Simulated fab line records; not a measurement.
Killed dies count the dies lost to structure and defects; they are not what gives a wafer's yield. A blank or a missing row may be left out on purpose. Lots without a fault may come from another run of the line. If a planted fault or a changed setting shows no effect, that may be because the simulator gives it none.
What tool caused it? || flow nand_harc || route of 1302 steps, sampled at 1 step: 13 lots, 39 wafers

## WHAT THE GAUGES READ, wafer by wafer
NHARC_A_CONTACT_CD_MEAS_53.
{"lot": "L460", "measured": "day 22 08:27", "on": "cd_sem-02", "cd_nm (nm)": "289.9 289.9 290.1"}
{"lot": "L458", "measured": "day 22 09:20", "on": "cd_sem-01", "cd_nm (nm)": "289.4 289.8 288.9"}
{"lot": "L457", "measured": "day 22 12:54", "on": "cd_sem-01", "cd_nm (nm)": "290.8 289.5 290.5"}
{"lot": "L459", "measured": "day 22 16:35", "on": "cd_sem-02", "cd_nm (nm)": "289.6 289.2 289.2"}
{"lot": "L462", "measured": "day 23 10:10", "on": "cd_sem-02", "cd_nm (nm)": "290.2 290.1 290.4"}
{"lot": "L461", "measured": "day 23 10:50", "on": "cd_sem-01", "cd_nm (nm)": "290.7 290.9 290.7"}
{"lot": "L464", "measured": "day 24 16:47", "on": "cd_sem-02", "cd_nm (nm)": "289.5 289.5 289.4"}
{"lot": "L468", "measured": "day 26 20:02", "on": "cd_sem-02", "cd_nm (nm)": "289.4 288.9 289.3"}
{"lot": "L473", "measured": "day 28 16:16", "on": "cd_sem-03", "cd_nm (nm)": "290.3 290.4 290.1"}
{"lot": "L476", "measured": "day 29 20:04", "on": "cd_sem-02", "cd_nm (nm)": "289.5 288.8 289.6"}
{"lot": "L477", "measured": "day 30 00:10", "on": "cd_sem-03", "cd_nm (nm)": "289.1 289.5 289.3"}
{"lot": "L479", "measured": "day 30 16:44", "on": "cd_sem-01", "cd_nm (nm)": "288.0 288.7 288.5"}
{"lot": "L480", "measured": "day 31 23:18", "on": "cd_sem-01", "cd_nm (nm)": "289.1 288.5 288.1"}

## TOOL THAT RAN EACH LOT (tool first, then ch and the chambers of the sampled wafers, then the start)
The record shows no process step preceding these readings.

## WHAT THE TOOLS THEMSELVES READ (means of the sampled wafers that have a number; where no wafer has one, the mark that the record gives instead)
The record holds no such reading with a usual standard deviation.

## THE ANSWER, worked out from the rows above alone
Rule: the lots themselves supply what counts as usual. The widest of any qualifying gaps counts: lots, ordered by their means at a reading, are off when they make up no more than a third of the lots, leave a main group of 4 or more, and stand apart from it by 3 or more times the standard deviation of that group's means. A main group whose means are all the same, to the digits that the tables above print for the reading, isn't used. A lot without any number at a reading at which 4 lots or more have one is off too. Any other lot the step has rows for is counted as sound. Order of review: gauges by route order, followed by the tools' own readings, for which a lot's mean as printed above is used. The first step at which some lot is off is used, and at that step the reading that is off furthest; a lot without a number counts as furthest.
No lot is off on any of the readings shown, so nothing can be concluded from this.

## WHAT WAS PUT IN BY THE SIMULATOR
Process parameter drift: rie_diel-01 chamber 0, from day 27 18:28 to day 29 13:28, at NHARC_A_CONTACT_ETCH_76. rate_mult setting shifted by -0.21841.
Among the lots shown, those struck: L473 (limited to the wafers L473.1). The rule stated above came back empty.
